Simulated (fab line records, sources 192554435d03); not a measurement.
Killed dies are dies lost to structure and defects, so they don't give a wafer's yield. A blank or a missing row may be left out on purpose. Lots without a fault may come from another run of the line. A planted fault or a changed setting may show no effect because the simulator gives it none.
A struck lot beside a sound one | flow n5_finfet | 16 steps out of a route of 1938
Sound: wafers L240.2, L240.3, L240.6. Struck: wafers L254.1, L254.2, L254.5. The cause comes at the end.
At each step with rows: each side's tool, then ch and its chambers, then its first start. Under that, the readings that differ: sound wafers | struck wafers | difference of the means | sigmas: that difference in standard deviations of wafers without a fault.
alike: readings whose means differ by less than 2 such deviations, and words and numbers that are the same on both sides. not compared: withheld readings, readings that some wafer has no value for, bounds like >300 that may hide the same value, and numbers for which the record gives no deviation and whose values overlap.
The two part at a step that has a row with sigmas, a row that says differs or no value, or rows on one side only. Numbers that don't overlap but have no deviation are shown without sigmas and don't part them. A reading that every wafer of one side lacks parts them only if that side has two wafers or more.

N5_DUMMY_GATE_ETCH_23: etches poly-Si in HBr/Cl2/O2, target depth 41 nm, time 22.3 s.
  sound on rie_si-02 ch 1,2,3, day 3 04:23; struck on rie_si-02 ch 0,3, day 6 19:47
  alike: HBr_flow_sccm, drypump_motor_current_A, oes_product_au, throttle_valve_pct
  not compared: rf_hours_counter_h
N5_DUMMY_GATE_ETCH_44: etches poly-Si in HBr/O2, stops on SiO2, target depth 127.5 nm.
  sound on rie_si-02 ch 1,2,3, day 3 04:26; struck on rie_si-02 ch 0,3, day 6 19:50
  alike: HBr_flow_sccm, drypump_motor_current_A, oes_product_au, throttle_valve_pct
  not compared: rf_hours_counter_h
N5_DUMMY_GATE_CD_MEAS_24: target cd 15 nm.
  sound on cd_sem-01, day 3 04:34; struck on cd_sem-02, day 6 19:56
  alike: cd_nm
N5_DUMMY_GATE_ETCH_42: etches SiO2 in CHF3/O2, target depth 3.5 nm, time 31 s.
  sound on rie_diel-05 ch 1,2, day 3 04:43; struck on rie_diel-05 ch 2,3, day 6 20:00
  alike: drypump_motor_current_A, oes_product_au, rf_vpp_V, showerhead_plenum_p_Torr, throttle_valve_pct
  not compared: rf_hours_counter_h
N5_DUMMY_GATE_STRIP_48: strips in N2/H2, time 20 s.
  sound on rie_diel-05 ch 1,2, day 3 04:46; struck on rie_diel-05 ch 2,3, day 6 20:03
  alike: bias_power_w, drypump_motor_current_A, h2_flow_sccm, oes_product_au, rf_vpp_V, showerhead_plenum_p_Torr, throttle_valve_pct
  not compared: rf_hours_counter_h
then, 5 steps without rows for these wafers: N5_DUMMY_GATE_PRECLEAN_33 (cleans in dHF, time 10 s); N5_DUMMY_GATE_PRECLEAN_25 (cleans in O3/DIW, time 45 s); N5_DUMMY_GATE_PRECLEAN_51 (cleans in SC2, time 45 s); N5_DUMMY_GATE_SRD_26 (time 30 s); N5_DUMMY_GATE_UV_OZONE_45 (time 120 s).
N5_DUMMY_GATE_INSPECT_27: inspects for defects (brightfield).
  sound on defect_inspect-02, day 3 04:57; struck on defect_inspect-01, day 6 20:14
  alike: raw_defect_count
N5_SPACER0_ALD_07: deposits SiNx, target thk 2 nm.
  sound on ald_sin-04 ch 0,3, day 3 05:31; struck on ald_sin-04 ch 0,2,3, day 6 20:16
  alike: chamber_pressure_Torr, heater_power_outer_w, heater_power_w
N5_SPACER0_ALD_00: deposits SiOCN, target thk 3.5 nm, pulse time 3 s, purge time 2 s.
  sound on ald_sin-04 ch 0,3, day 3 05:40; struck on ald_sin-04 ch 0,2,3, day 6 20:25
  no value came back on the struck wafers for ald_cycles, chamber_pressure_Torr (Torr), heater_power_w (W), precursor_pulse_height_rel; on the sound wafers ald_cycles reads 58 58 58
then, 1 step without rows for these wafers: N5_SPACER0_ALD_08 (deposits SiNx, target thk 2 nm).
N5_BEOL_M4_RC_MEAS_101:
  the record has rows for the sound wafers here (prober-01 ch 0, day 9 09:25) and none for the struck ones
N5_PASSIVATION_PROBE_49:
  the record has rows for the sound wafers here (prober-01, day 14 12:07) and none for the struck ones

WHERE THEY PART
First at N5_SPACER0_ALD_00; last, within this record, at N5_PASSIVATION_PROBE_49.

WHY: what the simulator had put in
Skipped step whole: ald_sin-04, from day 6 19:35 on, at N5_SPACER0_ALD_00. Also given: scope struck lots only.
